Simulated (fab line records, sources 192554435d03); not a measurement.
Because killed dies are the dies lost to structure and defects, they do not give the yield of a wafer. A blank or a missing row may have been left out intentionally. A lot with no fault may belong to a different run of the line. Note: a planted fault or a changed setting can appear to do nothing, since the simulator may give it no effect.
Struck lot and sound lot, side by side || flow n5-finfet || 14 steps out of a route of 1938
Sound: wafers L778.3, L778.5, L778.6. Wafers struck: L785.3, L785.4, L785.6. The cause is given at the end.
Order at every step that has rows: each side's tool, ch and its chambers, its first start. Under that, the readings that differ: sound wafers || struck wafers || difference of the means || sigmas: that difference in standard deviations of wafers without a fault.
alike: readings whose means differ by less than 2 such deviations, and words and numbers that are the same on both sides. not compared: withheld readings, readings that some wafer has no value for, bounds like >300 that may hide the same value, and numbers for which the record gives no deviation and whose values overlap.
Wherever a step has rows on one side only, a row that says differs or no value, or a row with sigmas, the two part there. Non-overlapping numbers with no deviation appear without sigmas and do not part them. Lack of a reading on every wafer of one side parts them only where that side has two or more wafers.

N5_BEOL_M7_RS_MEAS_57: measurement is done with a four-point probe.
  sound on film-metro-01 at day 12 07:49; struck on film-metro-01 at day 14 20:11
  alike: M7_RS
N5_BEOL_M7_INSPECT_58: inspects for defects (darkfield).
  sound on defect-inspect-01 at day 12 07:51; struck on defect-inspect-01 at day 14 20:13
  alike: raw-defect-count
N5_BEOL_M8_ILD_DEP_00: deposits SiCOH lowk from DEMS/porogen, target thk 179.75 nm, time 33.4 s.
  sound on pecvd-04 ch 0,1, day 12 07:53; struck on pecvd-04 ch 1,2, day 14 20:15
  alike: heater-power-outer-w, heater-power-w, showerhead-plenum-p-Torr, showerhead-vpp-V, throttle-valve-pct
N5_BEOL_M8_CURE_74: cures SiCOH lowk, time 240 s.
  sound on uv-cure-03 ch 0, day 12 08:07; struck on uv-cure-01 ch 1, day 14 20:28
  alike: lamp-power-pct, wafer_temp_C_max
N5_BEOL_M8_THK_MEAS_01:
  sound on film-metro-02 at day 12 08:28; struck on film-metro-01 at day 14 20:49
  alike: M8_ILD_THK
N5_BEOL_M8_PECVD_70: deposits SiO2 from TEOS/O2, target thk 20 nm, time 22.7 s.
  sound on pecvd-04 ch 0,2, day 12 08:30; struck on pecvd-03 ch 0,1,2, day 14 20:52
  alike: heater-power-outer-w, heater-power-w, showerhead-plenum-p-Torr, showerhead-vpp-V, throttle-valve-pct
N5_BEOL_M8_HM_DEP_02: deposits TiN, target thk 20 nm.
  sound on pvd-sputter-03 at day 12 09:03; struck on pvd-sputter-01 at day 14 23:41
  alike: throttle-valve-pct
then, 5 steps without rows for these wafers: N5_BEOL_M8_COAT_59 (time 60 s, resist thk 100 nm); N5_BEOL_M8_COAT_60 (time 60 s, resist thk 35 nm); N5_BEOL_M8_COAT_05 (resist thk 90 nm); N5_BEOL_M8_EBR_07; N5_BEOL_M8_SOFTBAKE_06 (time 60 s).
N5_BEOL_M8_EXPOSE_08: exposes mask M8.
  sound on arfi-scanner-01 ch 0, day 12 09:19; struck on arfi-scanner-01, day 15 00:05
  no value came back on the struck wafers for dipole-opening-deg (degrees), exposure-dose-mJ-cm2; on the sound wafers dipole-opening-deg (degrees) reads 35 35 35
  alike: mask
then, 1 step without rows for these wafers: N5_BEOL_M8_PEB_09 (peb time 60 s).

WHERE THEY PART
Within this record, at N5_BEOL_M8_EXPOSE_08 only.

WHY: whatever the simulator had introduced
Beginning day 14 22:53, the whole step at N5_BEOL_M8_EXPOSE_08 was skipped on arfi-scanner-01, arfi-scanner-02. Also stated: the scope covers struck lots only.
